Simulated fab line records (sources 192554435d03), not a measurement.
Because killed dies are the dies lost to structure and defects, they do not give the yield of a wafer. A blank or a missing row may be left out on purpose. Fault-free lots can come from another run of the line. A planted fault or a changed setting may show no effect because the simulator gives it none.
Chamber matching || flow n5Finfet || N5_BEOL_M5_ETCH_67 on rieDiel-01: 4 sister chambers
The step etches SiARC in CF4, target depth 15.6 nm, time 26 s. 4 wafers are shown with their chamber, then 11 later ones without.

## WAFERS PAIRED WITH THEIR CHAMBERS
{"wafer": "L082.2", "chamber": 0, "showerheadPlenumPTorr (Torr)": 2.13}
{"wafer": "L083.5", "chamber": 3, "showerheadPlenumPTorr (Torr)": 2.04}
{"wafer": "L088.6", "chamber": 1, "showerheadPlenumPTorr (Torr)": 2.12}
{"wafer": "L092.4", "chamber": 2, "showerheadPlenumPTorr (Torr)": 2.20}

## WAFERS MISSING THEIR CHAMBER
{"wafer": "L092.5", "showerheadPlenumPTorr (Torr)": 2.12}
{"wafer": "L092.6", "showerheadPlenumPTorr (Torr)": 2.11}
{"wafer": "L090.2", "showerheadPlenumPTorr (Torr)": 2.11}
{"wafer": "L090.3", "showerheadPlenumPTorr (Torr)": 2.12}
{"wafer": "L090.4", "showerheadPlenumPTorr (Torr)": 2.12}
{"wafer": "L095.1", "showerheadPlenumPTorr (Torr)": 2.20}
{"wafer": "L095.2", "showerheadPlenumPTorr (Torr)": 2.11}
{"wafer": "L095.3", "showerheadPlenumPTorr (Torr)": 2.19}
{"wafer": "L095.4", "showerheadPlenumPTorr (Torr)": 2.11}
{"wafer": "L095.5", "showerheadPlenumPTorr (Torr)": 2.19}
{"wafer": "L095.6", "showerheadPlenumPTorr (Torr)": 2.11}

## THE CHAMBER EACH PASSED THROUGH
{"wafer": "L092.5", "from the rows above": "can't be placed: 1 or 0", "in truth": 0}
{"wafer": "L092.6", "from the rows above": "can't be placed: 1 or 0", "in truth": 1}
{"wafer": "L090.2", "from the rows above": "can't be placed: 1 or 0", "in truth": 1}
{"wafer": "L090.3", "from the rows above": "can't be placed: 1 or 0", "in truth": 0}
{"wafer": "L090.4", "from the rows above": "can't be placed: 1 or 0", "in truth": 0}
{"wafer": "L095.1", "from the rows above": 2, "in truth": 2}
{"wafer": "L095.2", "from the rows above": "can't be placed: 1 or 0", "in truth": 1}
{"wafer": "L095.3", "from the rows above": 2, "in truth": 2}
{"wafer": "L095.4", "from the rows above": "can't be placed: 1 or 0", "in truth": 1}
{"wafer": "L095.5", "from the rows above": 2, "in truth": 2}
{"wafer": "L095.6", "from the rows above": "can't be placed: 1 or 0", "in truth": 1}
3 of 11 placed correctly. These rows do not allow placing 8 (true chamber among the candidates in 8). Wrongly placed: 0.
How it was worked out, from the rows above alone: a wafer's distance from a chamber is the root of the sum, over the readings, of the square of ((its reading less the chamber's mean) divided by the reading's scatter). If the next closest chamber is less than 2 further off than the closest, the wafer can't be placed; otherwise it belongs to the closest. Each chamber's mean is taken over the wafers shown for it. The scatter: root of mean squared gap, hidden wafer to nearest shown wafer, with one shown wafer a chamber.
